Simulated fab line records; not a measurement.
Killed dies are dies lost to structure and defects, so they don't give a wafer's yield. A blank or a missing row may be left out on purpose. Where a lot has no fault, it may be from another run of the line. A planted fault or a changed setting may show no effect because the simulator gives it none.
8D (eight disciplines) problem report, filled in by code | flow n5_finfet | the parts of the form that need people (team, actions taken, sign-off) are left out

1. THE ISSUE
M11_ILD_THK at N5_BEOL_M11_THK_MEAS_01 reads a mean of 212 nm on 2 wafers of 2 lots; wafers without a fault read 267 nm with a standard deviation of 3.5. That puts it -16 standard deviations away from the usual mean.
First seen on wafer L860.3, day 13 17:58, on film_metro-01. The record holds 30 wafers of 10 lots with a number at this step. Rule for "out" (also "out of limits"): further than 4 standard deviations from the usual mean. The other wafers with a number count as sound.

2. WHAT IT IS, WHAT IT ISN'T
question                    | is                           | is not
which readings at this step | M11_ILD_THK                  | -
which lots                  | L860, L863                   | L854, L856, L858, L862, L866, L868, L870, L873
which wafers of those lots  | L860.3, L863.1               | L860.1, L860.6, L863.3, L863.5
read on which gauges        | film_metro-01, film_metro-02 | -
when                        | from day 13 17:58            | up to then (14 sound wafers); but 14 sound wafers of L863, L866, L868, L870, L873 came after

3. THE SUSPECTS, EACH WITH WHAT RULES IT OUT
Counting: if a tool at a process step up to the reading ran every lot that is out, it stays a suspect. Sound lots after the first of them don't rule it out here, since some wafers of a struck lot are sound.
- ruled out: the gauge at N5_BEOL_M11_THK_MEAS_01. The wafers that are out were read on 2 gauges (film_metro-01, film_metro-02).
- pecvd-03 at N5_BEOL_M11_ILD_DEP_00 (deposits SiCOH lowk from DEMS/porogen, target thk 308.51 nm, time 58 s): kept. It ran every lot that is out, first L860 (day 13 17:22); its last sound lot up to then is L856 (day 12 04:16).
- In pecvd-03 at N5_BEOL_M11_ILD_DEP_00, the wafers that are out were processed in chamber 2 and their sound lot-mates in chambers 0, 1.
Left after counting: pecvd-03 at N5_BEOL_M11_ILD_DEP_00.

4. THE CAUSE (what the simulator had put in)
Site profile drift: pecvd-03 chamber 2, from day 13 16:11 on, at N5_BEOL_M11_ILD_DEP_00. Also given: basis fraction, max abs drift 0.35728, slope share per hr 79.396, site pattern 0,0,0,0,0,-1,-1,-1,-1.
After counting, this tool was the only one left.

5. THE EFFECT CHAIN, in route order
One row per reading whose mean, taken over the struck wafers that have a number, lies over 3 standard deviations from the usual. Only readings for which the record gives a usual standard deviation are gone through. hours: the time from each lot's start at the first step in this table that gives one to its start at this step, as a median over the lots. sigmas: the change in usual standard deviations.
hours | step                    | reading              | usual  | on struck wafers | change | sigmas
0     | N5_BEOL_M11_THK_MEAS_01 | M11_ILD_THK          | 267 nm | 212              | -55    | -16
67    | N5_PASSIVATION_PROBE_49 | defect_limited_yield | 91.0 % | 62.8             | -28.2  | -20
67    | N5_PASSIVATION_PROBE_49 | killed_at_M4_up      | 15     | 354              | +339   | +68
67    | N5_PASSIVATION_PROBE_49 | killed_dies          | 106    | 438              | +332   | +21
67    | N5_PASSIVATION_PROBE_49 | killed_on_rim        | 14     | 152              | +138   | +34
67    | N5_PASSIVATION_PROBE_49 | sort_bin_8_speed     | 0.0 %  | 1.7              | +1.7   | +3.7
67    | N5_PASSIVATION_PROBE_49 | sort_n_pass          | 1073   | 722              | -351   | -21
67    | N5_PASSIVATION_PROBE_49 | sort_yield_pct       | 91.0 % | 61.2             | -29.8  | -20
It contains these process steps:
- N5_PASSIVATION_PROBE_49

6. HOW IT WOULD HAVE BEEN CAUGHT EARLIER
The first out-of-limits reading at a measuring or inspecting step in this record came at day 13 17:58, 2 hours after the fault's start at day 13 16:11.
No tool reading at N5_BEOL_M11_ILD_DEP_00 that has a usual standard deviation in the record was out on any struck wafer, so an alarm limit of 4 standard deviations on those readings would not have fired.
L863, from the lots that are out (2), started N5_BEOL_M11_ILD_DEP_00 on pecvd-03 later than day 13 17:58. Putting the tool on hold at that point would have spared it.
